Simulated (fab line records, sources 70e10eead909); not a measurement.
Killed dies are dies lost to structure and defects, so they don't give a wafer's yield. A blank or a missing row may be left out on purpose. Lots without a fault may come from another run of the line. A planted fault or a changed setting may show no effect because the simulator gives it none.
Which tool did it? | flow nand_harc | 24 lots, 72 wafers sampled, at 4 steps of a route of 1302

WHAT THE GAUGES READ, wafer by wafer
NHARC_P_M1_OVL_MEAS_10: pitch 260 nm. Usual: overlay_x_nm -0.1 nm, standard deviation 0.94; overlay_y_nm 0.2 nm, standard deviation 0.86.
lot  | measured     | on         | overlay_x_nm (nm) | overlay_y_nm (nm) | flag
L074 | day 6 09:48  | overlay-01 | -1.8 -2.0 -2.2    | -1.4 -1.8 -1.5    |
L076 | day 6 21:34  | overlay-01 | 0.1 0.0 0.3       | -1.1 -1.3 -1.0    |
L075 | day 6 22:20  | overlay-01 | -1.1 -1.4 -1.3    | -0.9 -0.8 -0.8    |
L077 | day 7 11:55  | overlay-01 | 1.1 1.0 0.6       | 0.5 -0.2 -0.2     |
L078 | day 8 01:55  | overlay-01 | 0.7 1.0 1.2       | 1.1 0.8 0.5       |
L079 | day 8 06:48  | overlay-02 | -1.0 -1.2 -0.6    | 0.9 0.8 0.6       |
L081 | day 8 22:51  | overlay-01 | 1.2 1.0 1.7       | 0.0 0.4 0.2       |
L080 | day 8 23:44  | overlay-02 | 1.8 2.1 2.2       | -0.5 -0.6 -0.3    |
L082 | day 9 20:31  | overlay-02 | -0.4 -0.2 -0.7    | 0.5 0.7 0.6       |
L083 | day 9 22:04  | overlay-01 | 0.4 0.8 0.7       | 0.4 0.4 0.4       |
L084 | day 10 13:25 | overlay-01 | 0.6 0.6 0.7       | 0.2 0.1 0.3       |
L085 | day 10 17:22 | overlay-01 | 1.3 1.1 0.9       | 2.4 2.1 1.6       |
L086 | day 11 04:01 | overlay-02 | -0.3 -0.5 -0.5    | -0.6 -0.6 -0.7    |
L088 | day 12 10:52 | overlay-02 | -0.3 -0.5 -0.6    | -0.3 -0.1 -0.4    |
L087 | day 12 11:50 | overlay-01 | 0.5 0.5 0.3       | -0.2 -0.4 -0.2    |
L089 | day 12 20:05 | overlay-01 | -0.6 -1.0 -0.6    | 0.0 0.3 0.1       |
L090 | day 13 01:24 | overlay-02 | -1.4 -0.9 -0.9    | 0.9 1.1 1.3       |
L091 | day 13 13:55 | overlay-01 | -0.5 0.0 -1.1     | 0.1 0.1 0.2       |
L092 | day 13 18:58 | overlay-02 | -1.0 -1.0 -1.0    | 0.8 1.1 1.1       |
L093 | day 14 04:44 | overlay-01 | -0.3 -0.2 -0.2    | 2.0 1.4 1.9       |
L094 | day 14 17:00 | overlay-01 | -0.1 0.6 0.1      | -0.5 -0.9 -0.1    |
L095 | day 15 03:28 | overlay-02 | -0.4 -0.8 -0.4    | 1.4 1.1 1.8       |
L096 | day 15 12:38 | overlay-02 | 0.5 0.6 0.7       | 0.1 -0.7 0.0      |
L097 | day 15 19:17 | overlay-02 | 0.4 -0.5 0.4      | -0.1 0.5 -0.7     |

NHARC_P_M2_INSPECT_27. Usual: raw_defect_count 309, standard deviation 100.
lot  | measured     | on                | raw_defect_count | flag
L074 | day 6 16:31  | defect_inspect-01 | 361 426 277      |
L076 | day 7 04:16  | defect_inspect-01 | 366 305 321      |
L075 | day 7 05:01  | defect_inspect-01 | 234 276 204      |
L077 | day 7 18:46  | defect_inspect-01 | 177 205 338      |
L078 | day 8 08:50  | defect_inspect-01 | 303 312 291      |
L079 | day 8 13:49  | defect_inspect-01 | 296 218 283      |
L081 | day 9 05:42  | defect_inspect-02 | 292 518 399      |
L080 | day 9 06:34  | defect_inspect-01 | 256 211 282      |
L082 | day 10 03:13 | defect_inspect-01 | 366 223 184      |
L083 | day 10 04:54 | defect_inspect-01 | 373 416 255      |
L084 | day 10 20:13 | defect_inspect-01 | 206 300 245      |
L085 | day 11 00:07 | defect_inspect-01 | 124 303 225      |
L086 | day 11 11:25 | defect_inspect-01 | 184 177 139      |
L088 | day 12 18:04 | defect_inspect-02 | 371 256 183      |
L087 | day 12 18:47 | defect_inspect-01 | 346 381 460      |
L089 | day 13 03:01 | defect_inspect-02 | 293 262 169      |
L090 | day 13 08:14 | defect_inspect-02 | 460 326 286      |
L091 | day 13 20:44 | defect_inspect-02 | 322 273 451      |
L092 | day 14 01:41 | defect_inspect-01 | 458 221 365      |
L093 | day 14 11:43 | defect_inspect-02 | 664 491 468      |
L094 | day 14 23:50 | defect_inspect-02 | 315 254 287      |
L095 | day 15 10:23 | defect_inspect-02 | 277 429 419      |
L096 | day 15 19:23 | defect_inspect-02 | 310 188 281      |
L097 | day 16 02:08 | defect_inspect-01 | 619 287 298      |

WHICH TOOL RAN EACH LOT (tool, then ch and the chambers of the sampled wafers, then the start)
lot  | NHARC_P_M1_DEGAS_29          | NHARC_P_M2_PRE_CLEAN_30
L074 | pvd_sputter-02, day 6 10:55  | pvd_sputter-03, day 6 16:31 or earlier
L076 | pvd_sputter-01, day 6 22:41  | pvd_sputter-01, day 7 04:16 or earlier
L075 | pvd_sputter-03, day 6 23:26  | pvd_sputter-03, day 7 05:01 or earlier
L077 | pvd_sputter-02, day 7 13:01  | pvd_sputter-02, day 7 18:46 or earlier
L078 | pvd_sputter-01, day 8 03:07  | pvd_sputter-01, day 8 08:50 or earlier
L079 | pvd_sputter-01, day 8 08:01  | pvd_sputter-02, day 8 13:49 or earlier
L081 | pvd_sputter-03, day 8 23:58  | pvd_sputter-01, day 9 05:42 or earlier
L080 | pvd_sputter-01, day 9 00:50  | pvd_sputter-03, day 9 06:34 or earlier
L082 | pvd_sputter-02, day 9 21:38  | pvd_sputter-03, day 10 03:13 or earlier
L083 | pvd_sputter-03, day 9 23:11  | pvd_sputter-02, day 10 04:54 or earlier
L084 | pvd_sputter-02, day 10 14:32 | pvd_sputter-02, day 10 20:13 or earlier
L085 | pvd_sputter-03, day 10 18:29 | pvd_sputter-01, day 11 00:07 or earlier
L086 | pvd_sputter-02, day 11 05:10 | pvd_sputter-03, day 11 11:25 or earlier
L088 | pvd_sputter-02, day 12 12:05 | pvd_sputter-02, day 12 18:04 or earlier
L087 | pvd_sputter-03, day 12 13:04 | pvd_sputter-03, day 12 18:47 or earlier
L089 | pvd_sputter-01, day 12 21:16 | pvd_sputter-01, day 13 03:01 or earlier
L090 | pvd_sputter-03, day 13 02:36 | pvd_sputter-03, day 13 08:14 or earlier
L091 | pvd_sputter-01, day 13 15:02 | pvd_sputter-03, day 13 20:44 or earlier
L092 | pvd_sputter-02, day 13 20:05 | pvd_sputter-01, day 14 01:41 or earlier
L093 | pvd_sputter-02, day 14 05:51 | pvd_sputter-01, day 14 11:43 or earlier
L094 | pvd_sputter-03, day 14 18:08 | pvd_sputter-01, day 14 23:50 or earlier
L095 | pvd_sputter-01, day 15 04:35 | pvd_sputter-01, day 15 10:23 or earlier
L096 | pvd_sputter-01, day 15 13:45 | pvd_sputter-01, day 15 19:23 or earlier
L097 | pvd_sputter-02, day 15 20:24 | pvd_sputter-01, day 16 02:08 or earlier
- NHARC_P_M1_DEGAS_29: time 60 s.
- NHARC_P_M2_PRE_CLEAN_30: time 30 s.

WHAT THE TOOLS THEMSELVES READ (means of the sampled wafers that have a number; where no wafer has one, the mark that the record gives instead)
NHARC_P_M1_DEGAS_29. Usual: heater_power_w 329 W, standard deviation 28.
lot  | tool           | heater_power_w (W) | flag
L074 | pvd_sputter-02 | 301                |
L076 | pvd_sputter-01 | 343                |
L075 | pvd_sputter-03 | 350                |
L077 | pvd_sputter-02 | 330                |
L078 | pvd_sputter-01 | 325                |
L079 | pvd_sputter-01 | 308                |
L081 | pvd_sputter-03 | 355                |
L080 | pvd_sputter-01 | 325                |
L082 | pvd_sputter-02 | 311                |
L083 | pvd_sputter-03 | 325                |
L084 | pvd_sputter-02 | 330                |
L085 | pvd_sputter-03 | 329                |
L086 | pvd_sputter-02 | 318                |
L088 | pvd_sputter-02 | 304                |
L087 | pvd_sputter-03 | 324                |
L089 | pvd_sputter-01 | 344                |
L090 | pvd_sputter-03 | 334                |
L091 | pvd_sputter-01 | 325                |
L092 | pvd_sputter-02 | 332                |
L093 | pvd_sputter-02 | 311                |
L094 | pvd_sputter-03 | 338                |
L095 | pvd_sputter-01 | 344                |
L096 | pvd_sputter-01 | 340                |
L097 | pvd_sputter-02 | 299                |

NHARC_P_M2_PRE_CLEAN_30. Usual: heater_power_w 405 W, standard deviation 34.
lot  | tool           | heater_power_w (W) | flag
L074 | pvd_sputter-03 | 400                |
L076 | pvd_sputter-01 | 428                |
L075 | pvd_sputter-03 | 422                |
L077 | pvd_sputter-02 | 407                |
L078 | pvd_sputter-01 | 414                |
L079 | pvd_sputter-02 | 426                |
L081 | pvd_sputter-01 | 406                |
L080 | pvd_sputter-03 | 433                |
L082 | pvd_sputter-03 | 401                |
L083 | pvd_sputter-02 | 369                |
L084 | pvd_sputter-02 | 341                |
L085 | pvd_sputter-01 | 423                |
L086 | pvd_sputter-03 | 404                |
L088 | pvd_sputter-02 | 347                |
L087 | pvd_sputter-03 | 394                |
L089 | pvd_sputter-01 | 409                |
L090 | pvd_sputter-03 | 421                |
L091 | pvd_sputter-03 | 435                |
L092 | pvd_sputter-01 | 411                |
L093 | pvd_sputter-01 | 410                |
L094 | pvd_sputter-01 | 406                |
L095 | pvd_sputter-01 | 401                |
L096 | pvd_sputter-01 | 403                |
L097 | pvd_sputter-01 | 415                |

THE ANSWER, worked out from the rows above alone
Rule: a lot is off if the mean of its wafers that have a number lies more than 3 standard deviations from the usual mean. A lot without any number at a reading at which 4 lots or more have one is off too. The other lots that the step has rows for count as sound. The gauges are gone through in route order, then the tools' own readings, and for those a lot's mean is taken as printed above. The first step at which some lot is off is used, and at that step the reading that is off furthest; a lot without a number counts as furthest.
No lot is off at any reading shown: from this, nothing can be told.

WHAT THE SIMULATOR HAD PUT IN
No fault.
